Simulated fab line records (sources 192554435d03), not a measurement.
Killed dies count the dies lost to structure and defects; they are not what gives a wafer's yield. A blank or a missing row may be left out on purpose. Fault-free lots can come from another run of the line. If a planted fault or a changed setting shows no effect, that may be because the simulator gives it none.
Chamber matching :: flow n5Finfet :: aldSin-01 running N5_FIN_SAQP_ALD_61: 4 sister chambers
The step deposits SiO2, target thk 4 nm, pulse time 1 s, purge time 2 s. 8 wafers are shown with their chamber, then 6 later ones without.

== EACH WAFER AND ITS CHAMBER ==
wafer: L371.4
chamber: 1
heaterPowerW (W): 434
chamberPressureTorr (Torr): 1.995

wafer: L372.2
chamber: 2
heaterPowerW (W): 439
chamberPressureTorr (Torr): 1.997

wafer: L372.5
chamber: 3
heaterPowerW (W): 432
chamberPressureTorr (Torr): 2.002

wafer: L374.1
chamber: 3
heaterPowerW (W): 412
chamberPressureTorr (Torr): 2.004

wafer: L374.4
chamber: 0
heaterPowerW (W): 519
chamberPressureTorr (Torr): 1.999

wafer: L381.2
chamber: 1
heaterPowerW (W): 432
chamberPressureTorr (Torr): 2.005

wafer: L381.3
chamber: 2
heaterPowerW (W): 438
chamberPressureTorr (Torr): 1.997

wafer: L381.4
chamber: 0
heaterPowerW (W): 502
chamberPressureTorr (Torr): 1.997

== WAFERS WITH NO CHAMBER GIVEN ==
wafer: L387.2
heaterPowerW (W): 413
chamberPressureTorr (Torr): 2.005

wafer: L387.3
heaterPowerW (W): 446
chamberPressureTorr (Torr): 2.003

wafer: L387.6
heaterPowerW (W): 426
chamberPressureTorr (Torr): 2.005

wafer: L388.3
heaterPowerW (W): 517
chamberPressureTorr (Torr): 1.996

wafer: L388.4
heaterPowerW (W): 429
chamberPressureTorr (Torr): 1.993

wafer: L388.5
heaterPowerW (W): 505
chamberPressureTorr (Torr): 2.001

== WHICH CHAMBER EACH WENT THROUGH ==
wafer: L387.2
from the rows above: can't be placed: 3 or 1
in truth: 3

wafer: L387.3
from the rows above: can't be placed: 1 or 2 or 3
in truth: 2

wafer: L387.6
from the rows above: can't be placed: 3 or 1 or 2
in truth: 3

wafer: L388.3
from the rows above: 0
in truth: 0

wafer: L388.4
from the rows above: can't be placed: 2 or 1 or 3
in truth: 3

wafer: L388.5
from the rows above: 0
in truth: 0
Correct placement for 2 of the 6. From these rows, 4 cannot be placed; in 4 the true chamber is one of the candidates. Number placed wrongly: 0.
How it was worked out, from the rows above alone: a wafer's distance from a chamber is the root of the sum, over the readings, of the square of ((its reading less the chamber's mean) divided by the reading's scatter). If the next closest chamber is less than 2 further off than the closest, the wafer can't be placed; otherwise it belongs to the closest. The mean given for a chamber averages the wafers shown for that chamber. The scatter: take each reading less its chamber's mean, square it, sum over the shown wafers, divide by the number of wafers less the number of chambers, and take the root.
